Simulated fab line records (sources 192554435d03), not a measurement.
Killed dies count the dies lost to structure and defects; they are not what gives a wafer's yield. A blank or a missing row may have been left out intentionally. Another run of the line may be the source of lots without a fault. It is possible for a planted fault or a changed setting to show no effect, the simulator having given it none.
Split-lot study ; flow n5Finfet ; 7 lots, 39 wafers read, on a route of 1938 steps

ON THE SPLIT
At N5_DUMMY_GATE_EXPOSE_12 (exposes mask GATE, target cd 25 nm), the setting doseMj was moved away from the recipe's 34 on 15 of the 39 wafers read, by -7.8% to +5.6%. All remaining wafers had this setting at the recipe value.

FROM THE SPLIT TO THE READING: what the file shows between them, 2 steps
- N5_DUMMY_GATE_PEB_13: peb time 60 s
- N5_DUMMY_GATE_DEVELOP_14: develop time 30 s

THE READING
cdNm, in nm, at N5_DUMMY_GATE_CD_MEAS_15 (target cd 25.8 nm). Typical for fault-free wafers on this fab line: 25.00 nm, with standard deviation 0.23 nm.

wafer;tool, chamber at the split;doseMj as run;against the recipe;cdNm, nm;against lot-mates on the recipe
L076.2;euvScanner-01, 0;34;recipe;24.66;-
L076.3;euvScanner-01, 0;34;recipe;24.99;-
L076.5;euvScanner-01, 0;34;recipe;24.63;-
L084.1;euvScanner-01, 0;34;recipe;25.01;-
L084.2;euvScanner-01, 0;34;recipe;25.39;-
L084.3;euvScanner-01, 0;34;recipe;24.97;-
L084.4;euvScanner-01, 0;34;recipe;25.21;-
L084.5;euvScanner-01, 0;34;recipe;24.87;-
L084.6;euvScanner-01, 0;34;recipe;25.06;-
L083.1;euvScanner-02, 0;34;recipe;24.60;-
L083.2;euvScanner-02, 0;34;recipe;24.90;-
L083.3;euvScanner-02, 0;35.92;+5.6%;23.81;-0.89
L083.4;euvScanner-02, 0;34;recipe;24.59;-
L083.5;euvScanner-02, 0;35.92;+5.6%;23.51;-1.19
L083.6;euvScanner-02, 0;35.92;+5.6%;24.03;-0.67
L086.1;euvScanner-02, 0;34;recipe;25.53;-
L086.2;euvScanner-02, 0;31.35;-7.8%;27.07;+1.93
L086.3;euvScanner-02, 0;34;recipe;25.13;-
L086.4;euvScanner-02, 0;31.35;-7.8%;26.67;+1.53
L086.5;euvScanner-02, 0;31.35;-7.8%;26.79;+1.65
L086.6;euvScanner-02, 0;34;recipe;24.76;-
L092.1;euvScanner-01, 0;34;recipe;24.82;-
L092.2;euvScanner-01, 0;32.57;-4.2%;25.88;+1.04
L092.3;euvScanner-01, 0;32.57;-4.2%;25.49;+0.65
L092.4;euvScanner-01, 0;32.57;-4.2%;25.71;+0.87
L092.5;euvScanner-01, 0;34;recipe;24.81;-
L092.6;euvScanner-01, 0;34;recipe;24.90;-
L093.1;euvScanner-02, 0;32.26;-5.1%;26.06;+1.12
L093.2;euvScanner-02, 0;34;recipe;24.98;-
L093.3;euvScanner-02, 0;32.26;-5.1%;25.96;+1.02
L093.4;euvScanner-02, 0;32.26;-5.1%;25.74;+0.80
L093.5;euvScanner-02, 0;34;recipe;25.09;-
L093.6;euvScanner-02, 0;34;recipe;24.75;-
L097.1;euvScanner-02, 0;32.24;-5.2%;26.05;+1.17
L097.2;euvScanner-02, 0;32.24;-5.2%;25.97;+1.09
L097.3;euvScanner-02, 0;34;recipe;24.82;-
L097.4;euvScanner-02, 0;32.24;-5.2%;25.78;+0.90
L097.5;euvScanner-02, 0;34;recipe;25.10;-
L097.6;euvScanner-02, 0;34;recipe;24.73;-

THE FIT
A straight line over all 39 wafers: cdNm changes by -0.214 nm for each +1% of doseMj; r = -0.95; the points scatter about the line by 0.23 nm.
The same after taking each lot's own level away (the mean of its wafers on the recipe; 39 wafers): -0.195 nm for each +1%; r = -0.96; scatter 0.19 nm.
According to that fit, moving doseMj by its largest amount changes the reading by 1.5 nm.
The span of the lots' own levels, 24.697 to 25.140 nm, comes to 1.9 times the standard deviation stated above.
The two slopes agree, so the slope changes little with the lot-to-lot level.
Check: +1.5 nm against its lot-mates is what the line predicts for one of the wafers moved furthest among these (-7.8%) when that wafer is left out of the fit. Against them it came out at +1.93 nm.

OTHER SPLITS ON THESE WAFERS
Note: prior to the reading, these wafers also went through further splits. Each is held against what the fit with the lots' levels taken away leaves over:
other split on the same wafers;wafers away from the commonest value;r with cdNm (lot level and that fit taken away)
N5_FIN_SAQP_HM_DEP_03 targetThkA;18;+0.13
N5_FIN_SAQP_FIN_ETCH_36 icpW;18;+0.09

THE WHOLE CHAIN: every reading that the file lists as answering this split, in the file's order
step;what it does;reading;change (the file's fit);r (the file's)
N5_DUMMY_GATE_CD_MEAS_15;target cd 25.8 nm;cdNm;-0.199 nm for each +1% of the setting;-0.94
N5_DUMMY_GATE_TRIM_49;chemistry O2, time 29 s, target cd 14 nm;DUMMY_GATE.cdNm (the simulator's own value, which no gauge read);-0.168 nm for each +1% of the setting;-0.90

FILE'S OWN FIT
cdNm changes by -0.199 nm for each +1% of doseMj, r = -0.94.
